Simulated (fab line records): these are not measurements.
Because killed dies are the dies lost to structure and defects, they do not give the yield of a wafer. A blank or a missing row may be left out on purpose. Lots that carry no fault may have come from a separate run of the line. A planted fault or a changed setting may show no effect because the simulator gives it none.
One fault seen from 2 desks    flow n5_finfet    only its own numbers are on each desk; what lay behind them is given at the end

TOOL OWNER'S DESK, pecvd-03
The tool's own readings at N5_BEOL_M1_DEP_57 (deposits SiCN from 3MS/NH3, target thk 8 nm, time 14 s): means of the sampled wafers that have a number, for each lot that ran on this tool. Any lot whose mean is over 4 standard deviations away from the usual mean is out of limits and marked OUT; that distance is given in the brackets.
Columns: A = showerhead_plenum_p_Torr at N5_BEOL_M1_DEP_57, usual 3.660 Torr; B = throttle_valve_pct at N5_BEOL_M1_DEP_57, usual 9.1 %
lot   first seen here  A      B
L176  day 9 08:40      3.658  9.3
L181  day 10 16:34     3.650  8.9
L187  day 12 06:39     3.647  9.1
This desk's verdict: no lot among the 3 shows anything out of limits.

METROLOGY DESK
What the gauges read for every lot (on any tool): the sampled wafers with a number, averaged. Any lot whose mean is over 4 standard deviations away from the usual mean is out of limits and marked OUT; that distance is given in the brackets. Shown here are 7 of its 12 readings, the ones lying furthest out on some lot.
Columns: A = M1_THK at N5_BEOL_M1_THK_MEAS_53, usual 39.5 nm; B = M1_RS at N5_BEOL_M1_RS_MEAS_58, usual 0.66 ohm/sq; C = DIBL_P at N5_BEOL_M4_RC_MEAS_101, usual 35.9 mV/V; D = ION_P at N5_BEOL_M4_RC_MEAS_101, usual 461 uA/um; E = SS_N at N5_BEOL_M4_RC_MEAS_101, usual 71.4 mV/dec; F = SS_P at N5_BEOL_M4_RC_MEAS_101, usual 73.2 mV/dec; G = VT_P at N5_BEOL_M4_RC_MEAS_101, usual -250.1 mV
lot   first seen here  A     B     C     D    E     F     G
L167  day 7 03:38      39.2  0.67  35.5  467  71.4  73.0  -246.9
L168  day 7 05:53      37.2  0.72  34.1  465  71.3  73.3  -248.3
L176  day 9 08:26      39.5  0.67  35.3  450  72.0  73.9  -253.1
L181  day 10 16:16     39.6  0.65  37.0  460  72.2  72.8  -249.7
L187  day 12 06:26     41.9  0.61  37.1  466  71.3  73.8  -247.9
L189  day 12 14:46     39.3  0.67  34.6  468  70.8  73.5  -249.2
This desk's verdict: no lot among the 6 shows anything out of limits.

PUT TOGETHER
The desk of the tool owner found nothing out of limits.
From the metrology desk's view, nothing was out of limits.

WHAT WAS PUT IN BY THE SIMULATOR
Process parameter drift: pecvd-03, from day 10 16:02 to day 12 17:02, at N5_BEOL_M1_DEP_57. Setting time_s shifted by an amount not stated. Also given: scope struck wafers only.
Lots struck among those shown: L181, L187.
